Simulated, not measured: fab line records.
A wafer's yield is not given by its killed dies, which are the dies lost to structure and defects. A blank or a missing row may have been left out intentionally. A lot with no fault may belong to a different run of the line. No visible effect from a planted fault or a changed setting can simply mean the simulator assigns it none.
fab line records	flow nand_harc
[record] lots = 5	wafers = 15	last_day = 29
route steps=1302 shown A_SIN_REMOVE@948 A_WL_FILL@952 A_CONTACT@983 END@1302
lots that met no fault: taken from a fault-free run of the same line
start_h: start of the lot's first displayed wafer, in hours after the record's first day	wait_h: how many hours have passed since the lot's step before this one	" the same as in the row above	L1.1+2: a single row standing in for several wafers	- no value, or no start given	* or withheld: withheld	< > ~ a bound
route shown NAME@n: a module of which the file shows steps, and the number in the route of the first	usual: mean and standard deviation over wafers with no fault	same: alike in all rows	chamber/n: place in a boat	sites: each site's reading	_std_site: the standard deviation of these	_edge_site: the outer-site mean with the inner-site mean subtracted	radius_mm: how far each site lies from the wafer's centre	mask NAME#n: copy n	behind: the last tool/chamber to shape the wafer	hold: cause of the lot's hold/its duration in hours/its outcome	device: the transistor (n, p or np) that didn't switch	end of line: tests run on the same wafers once the route is complete	a step without rows: its recipe alone	killed: count of dies lost to structure and defects at first sort (not the wafer's yield)	map: a wafer's dies, marking killed ones x, the rest . and places with no die _
set.NAME: the setting that was run; set.NAME@STEP: the one run at that earlier step	model.NAME: the simulator's own value behind a step, which no gauge read
lots at selected steps of the route; one table per step, one row per wafer
services: when a tool's chamber went out of use (start_h, in hours from the record's first day, below 0 if earlier), for how many hours, and the reason
[[steps]]
[step NHARC_A_SIN_REMOVE_PRECLEAN_01]
[recipe] time_s = *	temp_c = 50	bath_age_min = 0	chemistry = SC1
[step NHARC_A_SIN_REMOVE_SRD_02]
[step NHARC_A_SIN_REMOVE_INSPECT_04]
[usual] raw_defect_count = 386/85
lot.wafer	tool	chamber	start_h	wait_h	raw_defect_count
L233.1	defect_inspect-01	-	524.92	0.0	553
L233.4	"	-	"	"	475
L233.5	"	-	"	"	320
L232.1	defect_inspect-01	-	527.93	0.0	545
L232.2	"	-	"	"	446
L232.5	"	-	"	"	550
L234.3	defect_inspect-01	-	535.86	0.0	345
L234.4	"	-	"	"	347
L234.5	"	-	"	"	301
L237.1	defect_inspect-02	-	584.00	0.1	267
L237.3	"	-	"	"	399
L237.5	"	-	"	"	265
L239.2	defect_inspect-02	-	605.93	0.0	260
L239.5	"	-	"	"	187
L239.6	"	-	"	"	246
[step NHARC_A_WL_FILL_ALD_00]
[recipe] target_thk_a = 30	pulse_time_s = 3	ald_cycles = 30	temp_c = 300	material = Al2O3
[step NHARC_A_WL_FILL_RTA_01]
[recipe] temp_c = 1000	time_s = 5
[usual] lamp_power_pct = 34.2/2.1	lamp_zone_6_pct = 34.1/2.1	wafer_temp_C_max = 1005.3/1.2
lot.wafer	tool	chamber	start_h	wait_h	lamp_power_pct	lamp_zone_6_pct	wafer_temp_C_max
L233.1	rtp_anneal-02	0	525.25	-	36.7	36.7	1005.2
L233.4	"	0	"	"	36.7	36.7	1004.5
L233.5	"	0	"	"	36.8	36.7	1006.3
L232.1	rtp_anneal-01	0	528.42	-	32.4	32.4	1004.7
L232.2	"	0	"	"	32.4	32.4	1005.5
L232.5	"	0	"	"	32.4	32.4	1005.6
L234.3	rtp_anneal-02	0	536.25	-	36.8	36.7	1005.4
L234.4	"	0	"	"	36.7	36.6	1005.2
L234.5	"	0	"	"	36.7	36.6	1005.4
L237.1	rtp_anneal-02	0	584.32	-	36.8	36.7	1004.0
L237.3	"	0	"	"	36.7	36.6	1004.8
L237.5	"	0	"	"	36.7	36.6	1004.8
L239.2	rtp_anneal-02	0	606.28	-	36.7	36.7	1005.1
L239.5	"	0	"	"	36.7	36.6	1004.8
L239.6	"	0	"	"	36.7	36.6	1006.6
[step NHARC_A_WL_FILL_ALD_02]
[recipe] target_thk_a = 20	pulse_time_s = 3	ald_cycles = 100	temp_c = 450	material = TiN
[step NHARC_A_WL_FILL_CVD_03]
[recipe] target_thk_a = 400	temp_c = 300	pressure_torr = 40	wf6_flow_sccm = 40	h2_flow_sccm = 1600	ar_flow_sccm = 1560	time_s = 279	material = W
[step NHARC_A_WL_FILL_ETCHBACK_04]
[recipe] target_depth_a = 600	time_s = 120	chemistry = NF3
[step NHARC_A_WL_FILL_ETCHBACK_05]
[recipe] target_depth_a = 220	time_s = 60	temp_c = 40	chemistry = Cl2/BCl3
[step NHARC_A_WL_FILL_STRIP_27]
[recipe] power_w = 1500	temp_c = 250	time_s = 20	chemistry = N2/H2
[step NHARC_A_WL_FILL_STRIP_28]
[recipe] time_s = 1200	temp_c = 72.5	chemistry = post_etch_residue_remover
lot.wafer	tool	chamber	start_h	wait_h
L233.1+5+4	wet_bench-07	3,4,5	526.87	0.1
L232.1+2+5	wet_bench-03	1,2,6	530.07	0.1
L234.4+5+3	wet_bench-07	3,4,7	537.78	0.1
L237.1+3+5	wet_bench-01	5,7,0	585.99	0.1
L239.5+6+2	wet_bench-01	4,5,0	607.84	0.1
[step NHARC_A_WL_FILL_PRECLEAN_06]
[recipe] time_s = 300	chemistry = DIW
[step NHARC_A_WL_FILL_SRD_07]
[step NHARC_A_WL_FILL_ANNEAL_08]
[recipe] temp_c = 450	time_s = 1800
[step NHARC_A_WL_FILL_ALD_10]
[recipe] target_thk_a = 500	pulse_time_s = 10	ald_cycles = 500	temp_c = 300	material = SiO2
[step NHARC_A_WL_FILL_ETCHBACK_16]
[recipe] target_depth_a = 1200	time_s = 24	c4f8_flow_sccm = withheld	o2_flow_sccm = 8	ar_flow_sccm = withheld	rf_w = 600	bias_w = 800	chemistry = C4F8/O2/Ar
[usual] oes_product_au = 0.98/0.031	rf_vpp_V = 724/4.5
lot.wafer	tool	chamber	start_h	wait_h	oes_product_au	rf_hours_counter_h	rf_vpp_V
L233.4	rie_diel-08	3	-	-	1.01	7.4	727
L233.1	"	1	"	"	0.97	7.2	718
L233.5	"	2	"	"	0.99	-	723
L232.2	rie_diel-08	2	-	-	1.00	7.4	724
L232.1	"	3	"	"	1.01	7.6	728
L232.5	"	3	"	"	1.01	-	727
L234.3	rie_diel-07	3	-	-	1.01	1.9	731
L234.4	"	2	"	"	0.98	1.2	720
L234.5	"	0	"	"	0.99	-	729
L237.3	rie_diel-07	3	-	-	1.02	3.9	731
L237.1	"	1	"	"	1.00	4.2	721
L237.5	"	3	"	"	1.02	-	730
L239.2	rie_diel-08	2	-	-	1.01	4.4	724
L239.6	"	2	"	"	1.00	-	724
L239.5	"	3	"	"	1.01	-	727
[step NHARC_A_WL_FILL_STRIP_29]
[recipe] time_s = 20	o2_flow_sccm = 500	ar_flow_sccm = 0	bias_w = 0	chemistry = O2
[usual] drypump_motor_current_A = 5.82/0.29	oes_product_au = 0.999/0.011	rf_vpp_V = 57.8/0.88	showerhead_plenum_p_Torr = 3.56/0.15	throttle_valve_pct = 17.037/0.0095
lot.wafer	tool	chamber	start_h	wait_h	drypump_motor_current_A	oes_product_au	rf_hours_counter_h	rf_vpp_V	showerhead_plenum_p_Torr	throttle_valve_pct
L233.4	rie_diel-08	2	536.93	0.1	5.97	0.995	7.3	57.9	3.53	17.038
L233.1	"	3	"	"	5.82	1.004	7.5	58.5	3.70	17.033
L233.5	"	3	"	"	5.81	1.001	-	58.3	3.70	17.056
L232.1	rie_diel-08	3	541.65	0.1	5.87	1.000	7.6	58.5	3.70	17.044
L232.2	"	2	"	"	5.99	0.997	7.4	56.8	3.53	17.037
L232.5	"	3	"	"	5.86	1.001	-	57.8	3.70	17.034
L234.3	rie_diel-07	1	549.32	0.1	5.95	0.996	2.2	58.3	3.41	17.046
L234.4	"	2	"	"	5.70	1.002	1.2	57.3	3.40	17.039
L234.5	"	3	"	"	5.82	1.020	-	57.3	3.77	17.043
L237.3	rie_diel-07	3	595.44	0.1	5.84	1.002	3.9	57.7	3.77	17.031
L237.1	"	2	"	"	5.69	0.995	3.1	56.0	3.40	17.043
L237.5	"	0	"	"	6.32	0.989	-	59.1	3.67	17.057
L239.2	rie_diel-08	1	616.64	0.1	5.34	0.975	3.8	59.0	3.38	17.026
L239.6	"	2	"	"	5.98	1.000	-	56.7	3.52	17.019
L239.5	"	3	"	"	5.85	1.003	-	57.2	3.70	17.041
[step NHARC_A_WL_FILL_ETCHBACK_17]
[recipe] target_depth_a = 40	time_s = 26.7	chemistry = Cl2/BCl3
[step NHARC_A_WL_FILL_PRECLEAN_18]
[recipe] time_s = 30	chemistry = dHF
[step NHARC_A_WL_FILL_SRD_21]
[step NHARC_A_WL_FILL_CVD_23]
[recipe] target_thk_a = 400	temp_c = 620	pressure_mtorr = 200	time_s = 800	material = poly-Si
[step NHARC_A_WL_FILL_ETCHBACK_26]
[recipe] target_depth_a = 520	time_s = 13.3	hbr_flow_sccm = 150	rf_w = 350	icp_w = 350	bias_w = 60	chemistry = HBr
[step NHARC_A_WL_FILL_PRECLEAN_30]
[recipe] time_s = 10	chemistry = dHF
[step NHARC_A_WL_FILL_SRD_14]
[step NHARC_A_WL_FILL_ALD_19]
[recipe] target_thk_a = 20	pulse_time_s = 3	ald_cycles = 100	temp_c = 450	material = TiN
[step NHARC_A_WL_FILL_CVD_20]
[recipe] target_thk_a = 1000	temp_c = 400	pressure_torr = 40	wf6_flow_sccm = 40	h2_flow_sccm = 1600	ar_flow_sccm = 1560	time_s = 74	material = W
[step NHARC_A_WL_FILL_CMP_12]
[recipe] t_overpolish_s = 30	target_thk_nm = 100
[step NHARC_A_WL_FILL_SRD_31]
[step NHARC_A_CONTACT_DEP_24]
[recipe] target_thk_a = 5000	temp_c = 400	pressure_torr = 6.5	rf_w = 900	teos_flow_sccm = 161.4	flow_sccm = 2650	target_thk_nm = 500	gas = O2	material = SiO2
[step NHARC_A_CONTACT_DEP_28]
[recipe] target_thk_a = 70000	temp_c = 400	material = aC
[usual] throttle_valve_pct = 34.999/0.0084
lot.wafer	tool	chamber	start_h	wait_h	throttle_valve_pct
L233.1	acl_dep-01	0	543.91	0.1	34.988
L233.4	"	0	546.06	2.2	34.996
L233.5	"	0	"	"	35.001
L232.1	acl_dep-01	0	548.78	0.1	35.012
L232.2	"	0	"	"	35.004
L232.5	"	0	551.57	2.8	34.993
L234.3	acl_dep-02	0	558.64	2.4	34.994
L234.4	"	0	"	"	35.013
L234.5	"	0	"	"	34.998
L237.1	acl_dep-01	0	603.82	0.4	35.005
L237.3	"	0	605.24	1.8	35.002
L237.5	"	0	606.66	3.2	35.000
L239.2	acl_dep-01	0	624.13	0.8	35.005
L239.5	"	0	626.25	2.9	34.999
L239.6	"	0	"	"	34.998
[step NHARC_A_CONTACT_DEP_29]
[recipe] target_thk_a = 1000	target_thk_nm = 100	temp_c = 400	pressure_torr = 3.5	flow_sccm = 200	rf_w = 350	material = SiON
[usual] heater_power_w = 735/130
lot.wafer	tool	chamber	start_h	wait_h	heater_power_w
L233.1	pecvd-04	0	548.27	3.6	763
L233.4	"	0	"	"	783
L233.5	"	2	"	"	615
L232.2	pecvd-01	0	553.20	3.0	758
L232.1	"	2	"	"	574
L232.5	"	0	"	"	774
L234.3	pecvd-01	2	561.54	2.2	560
L234.4	"	0	"	"	810
L234.5	"	2	"	"	582
L237.1	pecvd-01	0	608.11	3.6	814
L237.3	"	1	"	"	718
L237.5	"	2	"	"	532
L239.2	pecvd-01	1	627.75	2.9	807
L239.6	"	2	"	"	529
L239.5	"	0	"	"	735
[step NHARC_A_CONTACT_DEHYDRATE_32]
[recipe] temp_c = 150	time_s = 120
[step NHARC_A_CONTACT_HMDS_33]
[recipe] time_s = 30
[step NHARC_A_CONTACT_COAT_34]
[recipe] temp_c = 260	time_s = 75
[step NHARC_END_SORT_01]
[recipe] temp_c = 25
[usual] killed_at_array = 47/18	killed_at_other = 0.9/1.1	killed_at_periphery = 4/3.1	killed_dies = 52/18	killed_open = 3.1/1.5	killed_short = 2.4/1.5
[same] gross_dies = 677
lot.wafer	tool	chamber	start_h	wait_h	killed_at_array	killed_at_other	killed_at_periphery	killed_dies	killed_open	killed_short
L239.5	prober-02	0	706.97	3.7	101	0	6	107	1	2
// killed by level:class
L239.5 A_WL_FILL:unspecified=76 A_CHANNEL_HOLE_D1:chamber_film_flake=15 P_GATE:chamber_film_flake=4 A_SLIT:chamber_film_flake=3 A_STAIRCASE:chamber_film_flake=2 P_M0:geometric_particle:open=1 A_CHANNEL_FILL_D1:geometric_particle:short=1 A_BLC:geometric_particle:short=1
// map L239.5 (x killed, . not)
____________.____________
_________......._________
_______..........._______
______.............______
_____..............._____
____.................____
____.................____
___...................___
___...........xx...x..___
__............xxxxxxx..__
__.............xxxxxx..__
_........x...xxxxxxxx.x._
_............xxxxxxxxx.._
_............xxxxxxxx..._
_........x...xxxxxxxx..._
_x.........x..xxxxx.x..._
.....x.........xxxxx.....
..............x.xxxxx....
...............xxxxx.....
..............x..xx......
..........x......xx......
_..............x........_
_.......x..............._
_......................._
_......................._
_xxx..x................._
__..........x...x......__
__xx....x....x.........__
___xx.................___
___xx.............x...___
____xx...............____
____xx...............____
_____..............._____
______x.....x...x..______
_______..........._______
_________......._________
____________.____________
// map L237.1 (x killed, . not)
____________.____________
_________.....x._________
_______..........._______
______.............______
_____..............._____
____..x..............____
____.................____
___...................___
___...................___
__................x....__
__..............x......__
_......................._
_......................._
_......................._
_......................._
_......................._
..................x......
.........................
.........................
...............x.........
.........................
_x.x...................._
_..x...................._
_.x........x............_
_..................x...._
_......................._
__..............x......__
__..........x......x...__
___...x.x........x....___
___...x.x............x___
____...............xx____
____x.x........x.....____
_____..xxx......x..._____
______..x.x........______
_______..x.x......_______
_________..x...._________
____________.____________
[[services]]
tool	chamber	start_h	hours	kind
wet_bench-07	-	512.00	8.0	pm
rie_diel-08	0	523.80	-	clean
rie_diel-08	1	523.80	-	clean
rie_diel-08	2	523.80	-	clean
rie_diel-08	3	523.80	-	clean
wet_bench-03	-	533.92	6.1	repair
rie_diel-07	2	536.61	9.3	repair
rie_diel-08	-	544.80	9.0	pm
rie_diel-08	0	544.80	9.0	vent_cycle
rie_diel-08	1	544.80	9.0	vent_cycle
rie_diel-08	2	544.80	9.0	vent_cycle
rie_diel-08	3	544.80	9.0	vent_cycle
wet_bench-01	-	546.24	2.4	repair
rie_diel-08	0	553.80	-	clean
rie_diel-08	1	553.80	-	clean
rie_diel-08	2	553.80	-	clean
acl_dep-01	-	554.86	13.0	pm
rie_diel-08	2	559.72	1.6	repair
wet_bench-03	-	562.42	8.0	pm
pecvd-04	2	581.28	10.2	repair
rie_diel-07	0	600.08	6.3	repair
acl_dep-02	-	609.24	13.0	pm
pecvd-04	1	612.02	3.6	repair
rie_diel-08	2	617.62	14.2	repair
[[key]]
[first_sign] step = NHARC_END_SORT_01	reading = killed_at_array	direction = up	sigmas = 3	usual = 47	struck = 101
[effect] step = NHARC_END_SORT_01	reading = killed_dies	direction = up	sigmas = 3	usual = 52	struck = 107
[more_kills_born_at] NHARC_A_WL_FILL_STRIP_28@wet_bench-01 = 76
met_at NHARC_A_WL_FILL_STRIP_28
struck_wafers L239.5
tester_left_out L239
[fault] kind = chamber_particle_source	tool = wet_bench-01	chamber = 4	onset_h = 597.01	steps = NHARC_A_WL_FILL_STRIP_28	rate_per_visit_cm2 = 0.39269	end_h = 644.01
// tester_left_out: of these lots the tester's yield and bins aren't shown, on N5 and GAA mostly nor the transistor test; their killed dies are dies lost to structure and defects alone, not to doping, threshold or leakage, so they don't give the yield
